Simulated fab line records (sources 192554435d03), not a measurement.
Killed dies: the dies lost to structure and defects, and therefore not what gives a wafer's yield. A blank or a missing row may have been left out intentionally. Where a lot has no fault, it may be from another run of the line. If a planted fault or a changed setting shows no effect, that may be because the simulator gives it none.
Which tool did it?    flow n5 finfet    10 lots with 27 wafers sampled at 5 steps, on a route of 1938 steps

WHAT THE GAUGES READ, wafer by wafer
N5_BEOL_M1_OVL_MEAS_29. Usual: V0_OVL typically reads -0.3 nm, with standard deviation 0.72.
lot   measured      on          V0_OVL (nm)    flag
L135  day 6 18:02   overlay-02  1.2 0.8 -0.1   
L140  day 7 21:53   overlay-01  0.1 -1.6 -0.9  
L142  day 8 18:16   overlay-02  -0.8 -1.5 1.1  
L144  day 8 18:18   overlay-01  0.3 -0.7 -1.7  
L147  day 9 14:01   overlay-02  0.0 1.2        
L148  day 9 20:14   overlay-01  0.3 0.4        
L150  day 10 08:36  overlay-01  0.2 1.4        
L151  day 10 13:57  overlay-01  0.2 0.3 0.7    
L153  day 11 08:05  overlay-01  -1.5 -1.2 0.3  
L156  day 12 02:00  overlay-01  0.2 -0.1 0.1   

N5_BEOL_M1_INSPECT_30: inspects for defects (brightfield). Usual: raw defect count 390, standard deviation 98.
lot   measured      on                 raw defect count  flag
L135  day 6 18:05   defect inspect-02  454 560 353       
L140  day 7 21:56   defect inspect-01  370 244 595       
L142  day 8 18:18   defect inspect-02  404 425 578       
L144  day 8 18:21   defect inspect-02  441 419 294       
L147  day 9 14:04   defect inspect-02  433 330           
L148  day 9 20:16   defect inspect-02  477 469           
L150  day 10 08:39  defect inspect-01  325 383           
L151  day 10 14:00  defect inspect-01  420 375 387       
L153  day 11 08:08  defect inspect-02  448 509 511       
L156  day 12 02:04  defect inspect-02  371 333 439       

N5_BEOL_M4_RC_MEAS_101. Usual: DIBL_N 36.0 mV/V, standard deviation 1.8; DIBL_P 36.3 mV/V, standard deviation 2.4; IOFF_N 0.16 nA/um, standard deviation 0.035; IOFF_P 0.21 nA/um, standard deviation 0.036; ION_N 673 uA/um, standard deviation 13; ION_P 461 uA/um, standard deviation 7.2; SS_N 71.4 mV/dec, standard deviation 0.6; SS_P 73.2 mV/dec, standard deviation 0.7; VT_N 250 mV, standard deviation 4; VT_P -250.9 mV, standard deviation 2.9.
lot   measured      on         DIBL_N (mV/V)   DIBL_P (mV/V)   IOFF_N (nA/um)  IOFF_P (nA/um)  ION_N (uA/um)  ION_P (uA/um)  SS_N (mV/dec)   SS_P (mV/dec)   VT_N (mV)    VT_P (mV)             flag
L135  day 8 23:30   prober-01  36.3 35.8 38.5  37.4 37.5 40.0  0.17 0.16 0.23  0.21 0.22 0.26  683 672 702    462 468 475    71.5 70.7 71.8  73.8 72.9 73.9  248 250 245  -249.2 -247.8 -246.1  
L140  day 10 07:46  prober-02  36.7 36.1 37.2  37.7 36.2 37.3  0.18 0.16 0.17  0.24 0.20 0.22  675 673 670    466 461 464    71.9 71.7 72.3  74.2 74.1 74.1  250 252 252  -244.6 -250.6 -246.3  
L142  day 11 02:52  prober-01  36.3 36.3 39.2  36.1 36.3 39.5  0.17 0.16 0.24  0.20 0.20 0.26  683 686 691    464 464 459    71.6 71.9 72.2  73.7 73.7 74.0  247 249 244  -252.8 -252.5 -249.3  
L144  day 10 11:23  prober-01  35.3 34.6 32.8  35.9 35.0 32.3  0.13 0.13 0.10  0.21 0.19 0.15  668 673 657    464 473 458    70.6 70.6 70.4  73.9 73.0 71.3  255 253 259  -250.9 -252.9 -252.3  
L147  day 11 10:08  prober-02  35.4 34.1       34.5 33.8       0.16 0.14       0.22 0.20       674 674        466 462        71.8 71.0       73.3 72.8       249 249      -246.7 -249.5         
L148  day 12 00:59  prober-02  34.1 35.4       35.2 36.9       0.12 0.13       0.16 0.17       658 653        452 448        70.2 71.9       72.8 72.6       256 256      -257.1 -255.8         
L150  day 12 16:12  prober-02  35.5 36.1       37.7 37.6       0.18 0.17       0.22 0.23       683 680        467 457        70.6 71.8       73.8 73.7       247 247      -248.6 -248.3         
L151  day 12 22:46  prober-01  37.1 35.1 37.7  38.5 35.2 38.7  0.16 0.12 0.17  0.23 0.20 0.24  678 664 680    465 463 470    71.7 71.3 71.9  73.3 72.1 73.4  251 257 250  -248.7 -251.2 -249.4  
L153  day 12 22:59  prober-02  36.0 33.0 37.4  35.9 32.7 36.6  0.15 0.11 0.16  0.20 0.16 0.21  675 668 667    461 459 457    71.1 70.9 71.4  74.0 73.1 73.7  252 253 253  -250.9 -252.0 -251.4  
L156  day 14 06:26  prober-01  37.2 37.9 39.3  37.1 36.6 38.0  0.16 0.16 0.20  0.21 0.21 0.25  673 681 687    457 461 464    71.4 72.1 72.2  73.4 74.0 73.7  250 250 247  -252.4 -252.9 -246.7  

WHICH TOOL RAN EACH LOT (tool, then ch and the chambers of the sampled wafers, then the start)
lot   N5_BEOL_M1_HM_OPEN_17              N5_BEOL_M1_VIA_ETCH_34
L135  rie metal-02 ch 0,1, day 6 17:26   rie diel-03 ch 0,1,3, day 6 20:56
L140  rie metal-01 ch 1, day 7 21:19     rie diel-02 ch 1,2,3, day 8 10:13
L142  rie metal-02 ch 0,1, day 8 11:34   rie diel-04 ch 0,1,2, day 8 22:08
L144  rie metal-01 ch 0,1, day 8 17:35   rie diel-02 ch 1,2,3, day 8 22:25
L147  rie metal-02 ch 0, day 9 13:21     rie diel-02 ch 0,2, day 9 15:27
L148  rie metal-02 ch 0,1, day 9 19:44   rie diel-02 ch 0,3, day 9 22:45
L150  rie metal-01 ch 0,1, day 10 07:58  rie diel-02 ch 1,2, day 10 17:17
L151  rie metal-03 ch 0,1, day 10 13:17  rie diel-03 ch 0,2, day 10 21:57
L153  rie metal-03 ch 0,1, day 11 07:25  rie diel-03 ch 1,2, day 11 11:43
L156  rie metal-01 ch 0,1, day 12 01:20  rie diel-03 ch 0,3, day 12 03:44
- N5_BEOL_M1_HM_OPEN_17: chemistry Cl2/BCl3, target TiN, target depth 20 nm, overetch 6 nm.
- N5_BEOL_M1_VIA_ETCH_34: etches the open film in C4F6/O2, target depth 67.8 nm, time 64.4 s.

WHAT THE TOOLS THEMSELVES READ (means of the sampled wafers that have a number; where no wafer has one, the mark that the record gives instead)
N5_BEOL_M1_HM_OPEN_17. Usual: drypump motor current A 6.05 A, standard deviation 0.3; mfc cl2 sccm 53.23 sccm, standard deviation 0.15; oes product au 0.68 a.u., standard deviation 0.076; throttle valve pct 22.12 %, standard deviation 0.19.
lot   tool          drypump motor current A (A)  mfc cl2 sccm (sccm)  oes product au (a.u.)  throttle valve pct (%)  flag
L135  rie metal-02  6.13                         53.19                0.78                   22.17                   
L140  rie metal-01  6.08                         53.11                0.69                   22.23                   
L142  rie metal-02  6.14                         53.21                0.75                   22.20                   
L144  rie metal-01  5.59                         53.12                0.66                   21.91                   
L147  rie metal-02  6.12                         53.16                0.73                   22.12                   
L148  rie metal-02  6.18                         53.32                0.73                   22.26                   
L150  rie metal-01  5.68                         53.25                0.66                   21.99                   
L151  rie metal-03  6.15                         53.18                0.57                   22.06                   
L153  rie metal-03  6.22                         53.04                0.63                   22.06                   
L156  rie metal-01  5.82                         53.32                0.66                   22.09                   

N5_BEOL_M1_VIA_ETCH_34. Usual: value, then standard deviation, for each; drypump motor current A 5.7 A / 0.4; oes_o_777_au 0.77 a.u. / 0.074; oes product au 0.77 a.u. / 0.079; rf vpp V 667 V / 12; run length s 87.8 s / 0.39; showerhead plenum p Torr 2.83 Torr / 0.096; throttle valve pct 30.87 % / 0.21.
lot   tool         drypump motor current A (A)  oes_o_777_au (a.u.)  oes product au (a.u.)  rf vpp V (V)  run length s (s)  showerhead plenum p Torr (Torr)  throttle valve pct (%)  flag
L135  rie diel-03  5.7                          0.78                 0.80                   676           87.4              2.86                             30.63                   
L140  rie diel-02  5.7                          0.74                 0.73                   665           87.8              2.80                             31.03                   
L142  rie diel-04  5.5                          0.70                 0.70                   661           88.0              2.83                             30.99                   
L144  rie diel-02  5.7                          0.73                 0.72                   664           87.6              2.79                             31.04                   
L147  rie diel-02  5.8                          0.86                 0.87                   668           90.4              2.88                             30.86                   OFF
L148  rie diel-02  5.3                          0.86                 0.84                   667           93.0              2.79                             30.79                   OFF
L150  rie diel-02  6.0                          0.84                 0.85                   664           90.2              2.84                             30.98                   OFF
L151  rie diel-03  5.9                          0.77                 0.80                   682           87.5              2.75                             30.68                   
L153  rie diel-03  5.8                          0.74                 0.75                   676           88.2              2.80                             30.75                   
L156  rie diel-03  5.6                          0.72                 0.73                   667           87.6              2.87                             30.64                   

THE ANSWER, worked out from the rows above alone
Rule: a lot is off if the mean of its wafers that have a number lies more than 3 standard deviations from the usual mean. A lot without any number at a reading at which 4 lots or more have one is off too. Where the step has rows for the other lots, those lots are counted as sound. After the gauges, taken in route order, come the tools' own readings; for these a lot's mean is taken, as printed above. At the first step where some lot is off, the reading lying furthest off is the one used; lots without a number count as furthest.
Off: L147, L148, L150, at N5_BEOL_M1_VIA_ETCH_34 (run length s).
If a tool, at that step or one of the process steps before it, ran each lot that is off and ran no sound lot following the first of them, it fits. One candidate fits, namely rie diel-02 at N5_BEOL_M1_VIA_ETCH_34. Its last sound lot is L144 (day 8 22:25), its first lot that is off L147 (day 9 15:27): a fault that began between those two fits.
The tool's own readings at N5_BEOL_M1_VIA_ETCH_34 bear it out: on the lots that are off they differ by more than 5 times the standard deviation of the sound lots' means. run length s reads 91.2 s there against 87.7 s on the sound lots.

WHAT THE SIMULATOR HAD INSERTED
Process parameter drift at N5_BEOL_M1_VIA_ETCH_34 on rie diel-02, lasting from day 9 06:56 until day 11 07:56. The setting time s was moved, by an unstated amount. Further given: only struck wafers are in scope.
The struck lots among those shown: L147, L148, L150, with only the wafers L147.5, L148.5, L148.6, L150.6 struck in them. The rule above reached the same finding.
